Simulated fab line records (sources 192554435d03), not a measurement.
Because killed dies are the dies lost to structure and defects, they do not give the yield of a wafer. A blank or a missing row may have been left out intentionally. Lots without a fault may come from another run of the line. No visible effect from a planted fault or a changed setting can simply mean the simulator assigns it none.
A struck lot beside a sound one :: flow n5Finfet :: 32 out of 1938 route steps
Sound: these wafers, L824.3, L824.4, L824.5. The struck wafers were L820.4, L820.5. At the end, the cause is stated.
Order at every step that has rows: each side's tool, ch and its chambers, its first start. Under that, the readings that differ: sound wafers :: struck wafers :: difference of the means :: sigmas: that difference in standard deviations of wafers without a fault.
alike: a reading whose means differ by less than 2 such deviations, as well as words and numbers matching on both sides. not compared: withheld readings; readings where some wafer has no value; bounds like >300 that might hide an equal value; numbers whose values overlap and for which the record gives no deviation.
Wherever a step has rows on one side only, a row that says differs or no value, or a row with sigmas, the two part there. Numbers that have no deviation but don't overlap get no sigmas and don't part them. A reading that every wafer of one side lacks parts them only if that side has two wafers or more.

first, 7 steps without rows for these wafers: N5_BEOL_M15_COAT_22 (resist thk 800 nm); N5_BEOL_M15_EBR_24; N5_BEOL_M15_SOFTBAKE_23 (time 60 s); N5_BEOL_M15_EXPOSE_25 (exposes mask M15, target cd 400 nm); N5_BEOL_M15_PEB_26 (peb time 90 s); N5_BEOL_M15_DEVELOP_27 (develop time 45 s); N5_BEOL_M15_HARDBAKE_32 (time 120 s).
N5_BEOL_M15_CD_MEAS_28: the cd target is 407.6 nm.
  sound on cdSem-03 ch 0, day 16 06:20; struck on cdSem-03 ch 0, day 14 14:57
reading: cdNm (nm)
sound: 408.9 409.6 408.2
struck: 405.5 404.5
difference: -3.9
sigmas: -3
N5_BEOL_M15_OVL_MEAS_29:
  sound on overlay-01 ch 0, day 16 06:22; struck on overlay-02 ch 0, day 14 14:58
  alike: M15_OVL
N5_BEOL_M15_INSPECT_30: inspects for defects (macro).
  sound on defectInspect-01, day 16 06:23; struck on defectInspect-01, day 14 15:00
  alike: rawDefectCount
then, 1 step without rows for these wafers: N5_BEOL_M15_DESCUM_33 (chemistry O2, time 7.9 s).
N5_BEOL_M15_ETCH_61: etches BARC in N2/H2, target depth 89 nm, overetch 26.7 nm, time 67.9 s.
  sound on rieDiel-06 ch 0,2,3, day 16 06:28; struck on rieDiel-04 ch 0,2, day 14 15:05
  alike: biasW, drypumpMotorCurrentA, oesProductAu, rfVppV, showerheadPlenumPTorr, throttleValvePct
  not compared: rfHoursCounterH
N5_BEOL_M15_TRENCH_ETCH_34: etches SiO2 in C4F8/O2/Ar, target depth 872.93 nm, time 199 s.
  sound on rieDiel-06 ch 0,2,3, day 16 06:31; struck on rieDiel-04 ch 0,2, day 14 15:11
reading: model.etch.depthNm (nm)
sound: 855.6 856.3 832.1
struck: 964.9 956.3
difference: +112.6
sigmas: 

reading: model.coat_of_BEOL_M15_COAT_22.thkNm (nm)
sound: 548.2 547.6 550
struck: 520.2 521.2
difference: -27.9
sigmas: 
  alike: biasW, drypumpMotorCurrentA, oes_o_777_au, oesProductAu, rfVppV, showerheadPlenumPTorr, throttleValvePct
  not compared: rfHoursCounterH
then, 2 steps without rows for these wafers: N5_BEOL_M15_STRIP_36 (strips in O2); N5_BEOL_M15_STRIP_62 (strips in O2).
N5_BEOL_M15_STRIP_37: strips in O2.
  sound on rieDiel-02 ch 1,2,3; struck on rieDiel-02 ch 0,2
  alike: drypumpMotorCurrentA, oesProductAu, rfVppV, showerheadPlenumPTorr, tempC, throttleValvePct
  not compared: rfHoursCounterH
N5_BEOL_M15_ETCH_38: etches SiCN in CF4/N2, target depth 106.4 nm, time 120.5 s.
  sound on rieDiel-02 ch 1,2,3; struck on rieDiel-02 ch 0,2
  alike: biasW, drypumpMotorCurrentA, oesProductAu, rfVppV, showerheadPlenumPTorr, throttleValvePct
  not compared: rfHoursCounterH
then, 4 steps without rows for these wafers: N5_BEOL_M15_PRECLEAN_39 (cleans in residue remover, time 60 s); N5_BEOL_M15_SRD_40 (time 30 s, dry time 30 s); N5_BEOL_M15_DEGAS_41 (time 60 s); N5_BEOL_M15_PRE_CLEAN_42 (time 30 s).
N5_BEOL_M15_SPUTTER_43: material TaN, target thk 15 nm, time 24.19 s.
  sound on pvdSputter-03, day 16 07:30; struck on pvdSputter-03, day 14 16:24
  alike: throttleValvePct
then, 3 steps without rows for these wafers: N5_BEOL_M15_SPUTTER_44 (material Ta, target thk 15 nm, time 24.19 s); N5_BEOL_M15_SPUTTER_45 (material Cu, target thk 100 nm, time 16.67 s); N5_BEOL_M15_ECD_47 (material Cu, target thk 1860 nm).
N5_BEOL_M15_ANNEAL_48: time 90 s.
  sound on rtpAnneal-02 ch 0, day 16 08:07; struck on rtpAnneal-01 ch 0, day 14 17:24
  alike: wafer_temp_C_max
N5_BEOL_M15_CMP_49: polishes, stops on SiO2, t overpolish 4.9 s, target thk 850 nm.
  sound on cmp-03 ch 1,2,3, day 16 08:20; struck on cmp-01 ch 0,3, day 14 17:38
reading: model.Cu_of_BEOL_M15_ECD_47.thkNm (nm)
sound: 830.6 832.8 807
struck: 941.2 932.8
difference: +113.5
sigmas: 
  alike: barrierFieldEndpointS, clearingPlatenRpm, motorCurrentA, overpolishRunS
N5_BEOL_M15_THK_MEAS_50: measures by xrf.
  sound on filmMetro-01, day 16 08:38; struck on filmMetro-01, day 14 17:52
reading: M15_THK (nm)
sound: 838 837 811
struck: 941 934
difference: +109
sigmas: +8
then, 2 steps without rows for these wafers: N5_BEOL_M15_PRE_CLEAN_52 (time 15 s); N5_BEOL_M15_DEP_53 (deposits SiCN from 3MS/NH3, target thk 50 nm, time 17.8 s).
N5_BEOL_M15_RS_MEAS_54: measurement is done with a four-point probe.
  sound on filmMetro-02, day 16 08:46; struck on filmMetro-02, day 14 18:00
reading: M15_RS (ohm/sq)
sound: 0.0220 0.0220 0.0227
struck: 0.0194 0.0196
difference: -0.0027
sigmas: -9
N5_BEOL_M15_INSPECT_55: inspects for defects (darkfield).
  sound on defectInspect-02, day 16 08:47; struck on defectInspect-01, day 14 18:01
  alike: rawDefectCount

## WHERE THEY PART
Last at N5_BEOL_M15_RS_MEAS_54 as far as this record goes, first at N5_BEOL_M15_CD_MEAS_28. Later steps at which nothing parts them and some readings are alike: N5_BEOL_M15_INSPECT_55.

WHY: what the simulator had put in
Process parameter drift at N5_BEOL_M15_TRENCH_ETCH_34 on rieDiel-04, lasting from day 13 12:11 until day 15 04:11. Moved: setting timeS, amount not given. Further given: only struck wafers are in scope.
